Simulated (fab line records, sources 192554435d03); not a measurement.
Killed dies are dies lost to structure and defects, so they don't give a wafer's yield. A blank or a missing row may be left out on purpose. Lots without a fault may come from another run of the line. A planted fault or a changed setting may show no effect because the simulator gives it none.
fab line records | flow n5_finfet
record lots=6 wafers=18 last_day=17
route steps=1938 shown BEOL_M0@749 BEOL_M1@751 BEOL_M4@1111 PASSIVATION@1936
lots that met no fault: from a run of the same line without faults
start_h: hours from the record's first day to the start of the lot's first wafer shown | wait_h: hours since the lot's step before | " the same as in the row above | L1.1+2: a row that stands for several wafers | - no value, or no start given | * or withheld: withheld | < > ~ a bound
route shown NAME@n: a module of which the file shows steps, and the number in the route of the first | usual: mean/standard deviation of fault-free wafers | same: alike in all rows | chamber/n: place in a boat | sites: the reading at each site | _std_site: their standard deviation | _edge_site: outer sites' mean less inner sites' | radius_mm: how far each site lies from the wafer's centre | mask NAME#n: copy n | behind: the tool/chamber that last shaped the wafer | hold: why the lot was held/for how many hours/how that ended | device: the transistor (n, p or np) that didn't switch | end of line: the same wafers' tests at the end of the route | a step without rows: its recipe alone | killed: dies lost to structure and defects at the first sort, not the wafer's yield | map: a wafer's dies, x killed, . not, _ none there
set.NAME: the setting as run; set.NAME@STEP: as run at that earlier step | model.NAME: the simulator's own value behind a step, which no gauge read
lots at some steps of the route; a table a step, a row a wafer
services: from which hour (start_h, from the record's first day; less than 0 if before it) a tool's chamber was out of use, for how many hours, and why
## steps
# step N5_BEOL_M0_RS_MEAS_126
# recipe thk_meas_gauge=four-point-probe reads=Co_of_BEOL_M0_CO_CAP_123+Cu_of_BEOL_M0_ECD_118+Co_of_BEOL_M0_CVD_115+TaN_of_BEOL_M0_ALD_136
# usual M0_RS=0.528/0.02
# columns lot.wafer tool chamber start_h wait_h M0_RS[ohm/sq]
L273.3 film_metro-01 - 130.15 0.1 0.539
L273.4 " - " " 0.492
L273.6 " - " " 0.512
L278.2 film_metro-01 - 167.06 0.1 0.516
L278.4 " - " " 0.517
L278.5 " - " " 0.505
L288.1 film_metro-02 - 218.32 0.0 0.516
L288.4 " - " " 0.507
L288.5 " - " " 0.519
L290.3 film_metro-02 - 231.29 0.1 0.552
L290.4 " - " " 0.516
L290.6 " - " " 0.542
L291.3 film_metro-01 - 233.21 0.1 0.535
L291.5 " - " " 0.539
L291.6 " - " " 0.539
L292.2 film_metro-01 - 245.36 0.1 0.522
L292.4 " - " " 0.520
L292.5 " - " " 0.511
# step N5_BEOL_M0_INSPECT_127
# recipe inspect_instrument=darkfield mode=post_dep
# usual raw_defect_count=71/25
# columns lot.wafer tool chamber start_h wait_h raw_defect_count
L273.3 defect_inspect-01 - 130.18 0.0 82
L273.4 " - " " 67
L273.6 " - " " 80
L278.2 defect_inspect-02 - 167.09 0.0 56
L278.4 " - " " 39
L278.5 " - " " 57
L288.1 defect_inspect-02 - 218.35 0.0 75
L288.4 " - " " 41
L288.5 " - " " 70
L290.3 defect_inspect-02 - 231.32 0.0 77
L290.4 " - " " 88
L290.6 " - " " 114
L291.3 defect_inspect-02 - 233.24 0.0 71
L291.5 " - " " 51
L291.6 " - " " 69
L292.2 defect_inspect-02 - 245.39 0.0 45
L292.4 " - " " 31
L292.5 " - " " 65
# step N5_BEOL_M1_ILD_DEP_00
# recipe material=SiOC target_thk_a=790 temp_c=350 precursor=DEMS/O2 pressure_torr=5 rf_w=500 time_s=15.3
# usual chamber_pressure_Torr=5.000/0.012 heater_power_w=420/56 showerhead_plenum_p_Torr=5.695/0.019 throttle_valve_pct=12.1/0.5
# columns lot.wafer tool chamber start_h wait_h chamber_pressure_Torr heater_power_w showerhead_plenum_p_Torr throttle_valve_pct
L273.3 pecvd-04 0 130.21 0.0 5.004 446 5.684 12.4
L273.4 " 0 " " 5.002 431 5.679 12.1
L273.6 " 1 " " 5.000 370 5.701 11.9
L278.2 pecvd-04 0 167.13 0.0 5.016 393 5.664 12.2
L278.4 " 2 " " 5.004 419 5.682 12.0
L278.5 " 1 " " 4.984 378 5.733 11.6
L288.1 pecvd-04 0 218.38 0.0 4.983 383 5.676 12.6
L288.4 " 2 " " 4.989 348 5.692 12.3
L288.5 " 1 " " 4.984 420 5.711 11.7
L290.3 pecvd-03 0 231.37 0.1 4.991 311 5.708 13.0
L290.4 " 2 " " 5.011 396 5.681 11.4
L290.6 " 0 " " 4.986 316 5.710 12.8
L291.3 pecvd-04 1 233.27 0.0 4.998 404 5.718 12.1
L291.5 " 0 " " 4.976 401 5.675 12.1
L291.6 " 1 " " 5.003 408 5.742 11.7
L292.2 pecvd-04 1 245.43 0.0 4.992 393 5.719 11.7
L292.4 " 1 " " 5.018 405 5.707 11.7
L292.5 " 0 " " 4.991 455 5.676 12.1
# step N5_BEOL_M1_THK_MEAS_01
# recipe reads=SiOC_of_BEOL_M1_ILD_DEP_00
# usual M1_ILD_THK=78.9/0.99
# columns lot.wafer tool chamber start_h wait_h M1_ILD_THK[nm]
L273.3 film_metro-01 - 130.28 0.1 77.1
L273.4 " - " " 78.9
L273.6 " - " " 78.8
L278.2 film_metro-01 - 167.19 0.1 77.8
L278.4 " - " " 79.8
L278.5 " - " " 79.5
L288.1 film_metro-01 - 218.45 0.0 79.1
L288.4 " - " " 79.6
L288.5 " - " " 79.6
L290.3 film_metro-02 - 231.44 0.1 79.1
L290.4 " - " " 78.2
L290.6 " - " " 78.9
L291.3 film_metro-02 - 233.34 0.1 77.2
L291.5 " - " " 80.3
L291.6 " - " " 79.1
L292.2 film_metro-02 - 245.51 0.1 77.7
L292.4 " - " " 78.9
L292.5 " - " " 79.4
# step N5_BEOL_M1_PECVD_72
# recipe material=SiO2 target_thk_a=160 temp_c=400 precursor=TEOS/O2 pressure_torr=5.5 rf_w=450 teos_flow_sccm=53.8 gas=O2 flow_sccm=3000 time_s=18
# usual chamber_pressure_Torr=5.500/0.011 heater_power_w=624/80 showerhead_plenum_p_Torr=8.79/0.062 throttle_valve_pct=22.8/1
# columns lot.wafer tool chamber start_h wait_h chamber_pressure_Torr heater_power_w showerhead_plenum_p_Torr throttle_valve_pct
L273.3 pecvd-03 0 130.32 0.0 5.497 540 8.79 24.1
L273.4 " 0 " " 5.519 522 8.81 24.0
L273.6 " 2 " " 5.488 615 8.77 21.1
L278.2 pecvd-03 1 167.23 0.0 5.512 636 8.79 23.1
L278.4 " 1 " " 5.508 619 8.82 22.9
L278.5 " 0 " " 5.490 570 8.80 23.9
L288.1 pecvd-03 1 218.49 0.0 5.505 542 8.79 23.2
L288.4 " 0 " " 5.501 519 8.79 24.3
L288.5 " 0 " " 5.519 518 8.82 24.3
L290.3 pecvd-04 1 231.48 0.0 5.508 568 8.87 22.0
L290.4 " 0 " " 5.509 677 8.70 23.2
L290.6 " 1 " " 5.510 564 8.86 22.0
L291.3 pecvd-02 2 233.38 0.0 5.478 869 8.86 20.9
L291.5 " 1 " " 5.497 724 8.74 23.8
L291.6 " 2 " " 5.496 896 8.85 20.9
L292.2 pecvd-03 0 245.55 0.0 5.493 539 8.79 24.5
L292.4 " 1 " " 5.497 625 8.80 22.8
L292.5 " 2 " " 5.519 591 8.78 21.2
# step N5_BEOL_M1_HM_DEP_02
# recipe material=TiN target_thk_a=200 temp_c=25 chamber_pressure_pa=0.49996
# usual chamber_pressure_pa=0.5000/0.00089 throttle_valve_pct=30.1/0.58
# columns lot.wafer tool chamber start_h wait_h chamber_pressure_pa throttle_valve_pct
L273.3 pvd_sputter-01 - 130.76 0.4 0.5004 30.0
L273.4 " - " " 0.5012 30.6
L273.6 " - " " 0.5010 30.2
L278.2 pvd_sputter-03 - 170.27 3.0 0.5001 30.9
L278.4 " - " " 0.5000 30.3
L278.5 " - " " 0.5005 30.5
L288.1 pvd_sputter-02 - 219.74 1.2 0.4985 30.4
L288.4 " - " " 0.4997 30.3
L288.5 " - " " 0.4999 30.9
L290.3 pvd_sputter-03 - 232.91 1.4 0.4989 29.8
L290.4 " - " " 0.5007 28.7
L290.6 " - " " 0.5027 30.9
L291.3 pvd_sputter-03 - 233.65 0.3 0.4999 30.7
L291.5 " - " " 0.4994 30.4
L291.6 " - " " 0.5006 28.9
L292.2 pvd_sputter-01 - 246.09 0.5 0.4999 29.5
L292.4 " - " " 0.5003 30.2
L292.5 " - " " 0.4976 30.0
# step N5_BEOL_M1_COAT_61
# recipe resist=SOC temp_c=250 time_s=60 spin_rpm=1500 resist_thk_nm=60
# step N5_BEOL_M1_COAT_62
# recipe resist=SiARC temp_c=220 time_s=60 spin_rpm=1500 resist_thk_nm=12
# step N5_BEOL_M1_COAT_73
# recipe resist=underlayer temp_c=205 time_s=60 spin_rpm=1500 resist_thk_nm=5
# step N5_BEOL_M1_COAT_05
# recipe resist=CAR-EUV spin_rpm=1500 resist_thk_nm=30
# step N5_BEOL_M1_EBR_07
# recipe solvent=PGMEA ebr_width_mm=1.5
# step N5_BEOL_M1_SOFTBAKE_06
# recipe temp_c=110 time_s=60 resist=CAR-EUV
# step N5_BEOL_M1_EXPOSE_08
# recipe mask_id=M1 na=0.33 source_shape=dipole sigma_inner=0.369 sigma_outer=0.767 polarization=unpolarized dose_mj=33
# usual focus_offset_nm=0.0/0.51
# same dipole_opening_deg=79.7
# columns lot.wafer tool chamber start_h wait_h mask focus_offset_nm model.BEOL_M1.overlay_x_nm
L273.3 euv_scanner-02 0 131.04 - M1#0 0.3 0
L273.4 " 0 " " M1#0 -0.4 0
L273.6 " 0 " " M1#0 0.6 0
L278.2 euv_scanner-01 0 170.57 - M1#0 0.8 -0.4
L278.4 " 0 " " M1#0 1.1 -0.4
L278.5 " 0 " " M1#0 0.6 -0.4
L288.1 euv_scanner-02 0 220.01 - M1#0 -0.3 -0.4
L288.4 " 0 " " M1#0 1.1 -0.4
L288.5 " 0 " " M1#0 -0.4 -0.4
L290.3 euv_scanner-02 0 233.18 - M1#0 0.0 6
L290.4 " 0 " " M1#0 0.2 6
L290.6 " 0 " " M1#0 -0.4 6
L291.3 euv_scanner-02 0 233.92 - M1#0 -0.4 5.6
L291.5 " 0 " " M1#0 -0.3 5.6
L291.6 " 0 " " M1#0 0.1 5.6
L292.2 euv_scanner-01 0 246.49 - M1#0 0.2 -0.4
L292.4 " 0 " " M1#0 0.5 -0.4
L292.5 " 0 " " M1#0 -0.6 -0.4
# step N5_BEOL_M1_PEB_09
# recipe peb_temp_c=100 peb_time_s=60 resist=CAR-EUV
# step N5_BEOL_M1_DEVELOP_10
# recipe develop_time_s=30 developer=TMAH resist=CAR-EUV rinse_liquid=surfactant_rinse dry=air_spin dev_temp_c=23
# step N5_BEOL_M1_CD_MEAS_11
# recipe target_cd_nm=17.05 landing_energy_ev=500 detector=se_inlens polarity=opening
# usual cd_nm=16.99/0.23
# columns lot.wafer tool chamber start_h wait_h cd_nm
L273.3 cd_sem-03 0 131.16 - 17.00
L273.4 " 0 " " 17.16
L273.6 " 0 " " 17.17
L278.2 cd_sem-01 0 170.69 - 16.86
L278.4 " 0 " " 16.64
L278.5 " 0 " " 16.97
L288.1 cd_sem-03 0 220.13 - 16.97
L288.4 " 0 " " 16.78
L288.5 " 0 " " 17.09
L290.3 cd_sem-02 0 233.30 - 17.07
L290.4 " 0 " " 17.29
L290.6 " 0 " " 16.97
L291.3 cd_sem-02 0 234.04 - 17.43
L291.5 " 0 " " 17.22
L291.6 " 0 " " 17.23
L292.2 cd_sem-03 0 246.61 - 17.16
L292.4 " 0 " " 17.22
L292.5 " 0 " " 17.32
# step N5_BEOL_M1_OVL_MEAS_12
# recipe points_per_wafer=522
# usual M1_OVL=0.0/0.77
# columns lot.wafer tool chamber start_h wait_h M1_OVL[nm]
L273.3 overlay-02 0 131.19 0.0 0.3
L273.4 " 0 " " 0.6
L273.6 " 0 " " 0.5
L278.2 overlay-02 0 170.73 0.0 -0.8
L278.4 " 0 " " -0.1
L278.5 " 0 " " -0.7
L288.1 overlay-01 0 220.16 0.0 -1.2
L288.4 " 0 " " -0.7
L288.5 " 0 " " -0.4
L290.3 overlay-02 0 233.34 0.0 6.1
L290.4 " 0 " " 6.3
L290.6 " 0 " " 6.0
L291.3 overlay-01 0 234.08 0.0 6.4
L291.5 " 0 " " 5.7
L291.6 " 0 " " 5.8
L292.2 overlay-01 0 246.64 0.0 0.7
L292.4 " 0 " " 0.4
L292.5 " 0 " " 0.8
# step N5_BEOL_M1_INSPECT_13
# recipe mode=adi inspect_instrument=brightfield
# usual raw_defect_count=402/88
# columns lot.wafer tool chamber start_h wait_h raw_defect_count
L273.3 defect_inspect-01 - 131.24 0.0 308
L273.4 " - " " 283
L273.6 " - " " 273
L278.2 defect_inspect-02 - 170.78 0.0 424
L278.4 " - " " 337
L278.5 " - " " 617
L288.1 defect_inspect-02 - 220.26 0.1 520
L288.4 " - " " 408
L288.5 " - " " 436
L290.3 defect_inspect-02 - 233.38 0.0 463
L290.4 " - " " 541
L290.6 " - " " 639
L291.3 defect_inspect-02 - 234.12 0.0 453
L291.5 " - " " 358
L291.6 " - " " 398
L292.2 defect_inspect-02 - 246.69 0.0 430
L292.4 " - " " 391
L292.5 " - " " 549
# step N5_BEOL_M4_RC_MEAS_101
# usual DIBL_N=36.5/1.7 DIBL_P=36.3/2.1 IOFF_N=0.16/0.036 IOFF_P=0.21/0.037 ION_N=676/12 ION_P=462/7.6 SS_N=71.5/0.68 SS_P=73.3/0.63 VT_N=249/3.5 VT_P=-250/3.5
# columns lot.wafer tool chamber start_h wait_h DIBL_N[mV/V] DIBL_P[mV/V] IOFF_N[nA/um] IOFF_P[nA/um] ION_N[uA/um] ION_P[uA/um] SS_N[mV/dec] SS_P[mV/dec] VT_N[mV] VT_P[mV]
L273.3 prober-02 0 179.26 0.3 36.5 37.7 0.16 0.18 678 451 71.6 73.4 252 -253
L273.4 " 0 " " 39.6 40.6 0.20 0.22 686 463 72.3 74.4 246 -253
L273.6 " 0 " " 38.2 39.9 0.20 0.21 687 460 72.0 74.4 248 -253
L278.2 prober-01 0 219.90 0.2 36.2 36.0 0.16 0.21 663 460 72.8 72.9 251 -248
L278.4 " 0 " " 37.3 38.8 0.18 0.26 674 468 72.2 73.1 248 -244
L278.5 " 0 " " 34.9 36.4 0.14 0.21 670 461 72.1 72.9 253 -246
L288.1 prober-01 0 256.68 0.0 37.2 37.5 0.17 0.21 677 467 72.2 72.9 247 -252
L288.4 " 0 " " 35.2 34.7 0.14 0.17 670 454 71.1 72.9 253 -255
L288.5 " 0 " " 37.9 38.4 0.17 0.23 684 469 71.4 73.9 251 -249
L290.3 prober-01 0 284.71 0.5 36.2 35.5 0.14 0.17 675 454 71.0 73.0 253 -256
L290.4 " 0 " " 38.5 38.5 0.17 0.21 672 457 72.2 73.7 250 -253
L290.6 " 0 " " 38.8 38.3 0.19 0.20 680 457 72.1 74.6 249 -255
L291.3 prober-02 0 289.36 0.3 37.2 38.4 0.17 0.23 685 472 71.2 73.4 249 -250
L291.5 " 0 " " 39.6 40.0 0.21 0.26 688 466 71.6 74.5 246 -250
L291.6 " 0 " " 35.2 35.2 0.12 0.18 668 465 71.9 73.1 255 -251
L292.2 prober-01 0 293.56 0.2 38.9 37.2 0.18 0.22 684 462 72.2 73.6 248 -248
L292.4 " 0 " " 38.2 37.5 0.17 0.22 685 462 71.6 73.3 247 -250
L292.5 " 0 " " 38.9 38.1 0.18 0.22 685 469 72.0 73.5 248 -248
# step N5_PASSIVATION_PROBE_49
# usual defect_limited_yield=91.4/1.5 killed_at_M0_to_M3=34/12 killed_at_M4_up=12/4.9 killed_at_contacts=13/7.2 killed_at_front_end=39/12 killed_at_other=3.7/2.9 killed_dies=101/18 killed_open=67/14 killed_short=33/7.2 sort_bin_5_function=5.1/0.97 sort_bin_6_memory=3.2/0.67 sort_n_pass=1079/17 sort_yield_pct=91.4/1.5
# same gross_dies=1180 killed_at_back_side=0 sort_bin_4_leakage[%]=0 sort_bin_8_speed[%]=0
# columns lot.wafer tool chamber start_h wait_h defect_limited_yield[%] killed_at_M0_to_M3 killed_at_M4_up killed_at_contacts killed_at_front_end killed_at_other killed_dies killed_open killed_short sort_bin_5_function[%] sort_bin_6_memory[%] sort_n_pass sort_yield_pct[%]
L291.5 prober-01 - 393.36 0.2 90.7 33 15 6 51 5 110 72 36 5.6 3.6 1070 90.7
L291.6 prober-01 - 393.41 0.3 93.2 31 8 7 29 5 80 49 27 3.9 2.7 1100 93.2
L290.3 prober-01 - 399.50 0.1 92.2 45 15 3 27 2 92 55 28 4.7 2.6 1088 92.2
L290.4 prober-01 - 399.55 0.2 93.7 34 13 3 17 7 74 50 15 4.1 1.9 1106 93.7
L290.6 prober-01 - 399.65 0.3 89.9 56 21 8 27 7 119 63 38 5.6 3.6 1061 89.9
# killed by level:class
L291.5 BEOL_M3:geometric_particle:open=11 BEOL_M4:geometric_particle:open=10 FIN_SAQP:geometric_particle:short=9 STI_FIN_REVEAL:geometric_particle:open=8 FIN_SAQP:geometric_particle:open=6 STARTING-WAFER:geometric_particle:open=5 ILD0:geometric_particle:short=4 MOL_CONTACT_COAG:geometric_particle:open=4
L291.6 BEOL_M1:geometric_particle:open=9 MOL_CONTACT_COAG:geometric_particle:open=7 BEOL_M2:geometric_particle:open=6 FIN_SAQP:geometric_particle:open=5 STI_FIN_REVEAL:geometric_particle:open=5 BEOL_M1:geometric_particle:short=5 FIN_SAQP:geometric_particle:short=3 ILD0:geometric_particle:short=3
L290.3 BEOL_M2:geometric_particle:open=12 DUMMY_GATE:geometric_particle:open=8 BEOL_M0_SAQP:geometric_particle:short=8 BEOL_M8:geometric_particle:open=6 BEOL_M0_SAQP:geometric_particle:open=5 BEOL_M0:geometric_particle:open=5 BEOL_M1:geometric_particle:open=5 BEOL_M1:overlay=4
L290.4 BEOL_M0:geometric_particle:open=9 BEOL_M1:overlay=7 BEOL_M1:geometric_particle:open=5 BEOL_M3:geometric_particle:open=5 BEOL_M4:geometric_particle:open=5 FIN_SAQP:geometric_particle:open=4 DUMMY_GATE:geometric_particle:open=3 MOL_CONTACT_COAG:geometric_particle:open=3
L290.6 BEOL_M1:overlay=12 BEOL_M0_SAQP:geometric_particle:short=10 BEOL_M4:geometric_particle:open=10 BEOL_M0_SAQP:geometric_particle:open=9 BEOL_M0:geometric_particle:open=7 MOL_CONTACT_COAG:geometric_particle:open=6 DUMMY_GATE:geometric_particle:short=5 DUMMY_GATE:geometric_particle:open=5
## services
# columns tool chamber start_h hours kind
euv_scanner-01 - 132.75 1.0 pm
pecvd-04 0 137.13 5.5 scheduled_down
euv_scanner-02 - 147.65 1.0 pm
pvd_sputter-01 - 151.43 3.4 repair
pecvd-03 2 164.67 13.1 repair
euv_scanner-02 - 166.41 4.6 pm
pecvd-02 2 166.59 - calibration
euv_scanner-02 - 183.17 1.1 repair
euv_scanner-01 - 187.69 1.0 repair
euv_scanner-01 - 188.90 1.0 pm
pecvd-04 - 189.42 0.3 repair
euv_scanner-02 - 192.83 1.5 repair
euv_scanner-02 - 196.34 3.4 repair
pecvd-02 2 202.38 - clean
pecvd-02 2 202.38 - consumable_replace:showerhead
pecvd-02 2 202.38 29.0 scheduled_down
euv_scanner-02 - 203.80 1.0 pm
pecvd-03 2 210.24 18.6 repair
pecvd-03 1 230.40 2.1 scheduled_down
euv_scanner-01 0 231.22 - calibration
pecvd-04 0 233.51 2.1 scheduled_down
pecvd-04 1 236.22 5.5 scheduled_down
pecvd-04 2 241.68 16.5 scheduled_down
euv_scanner-01 - 245.05 1.0 pm
## key
first_sign step=N5_BEOL_M1_OVL_MEAS_12 reading=M1_OVL direction=up sigmas=7.9 usual=0.0 struck=6.1
effect none on later readings
model_effect step=N5_BEOL_M1_EXPOSE_08 value=BEOL_M1.overlay_x_nm without=-0.1 struck=5.8
met_at N5_BEOL_M1_EXPOSE_08
struck_wafers L290.3,L290.4,L290.6,L291.3,L291.5,L291.6
onset_between 220.01 233.18
also_fits N5_BEOL_M1_HM_DEP_02:pvd_sputter-03
fault kind=scanner_matching_overlay tool=euv_scanner-02 chamber=- onset_h=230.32 steps=N5_BEOL_M1_EXPOSE_08 offset=5.9546
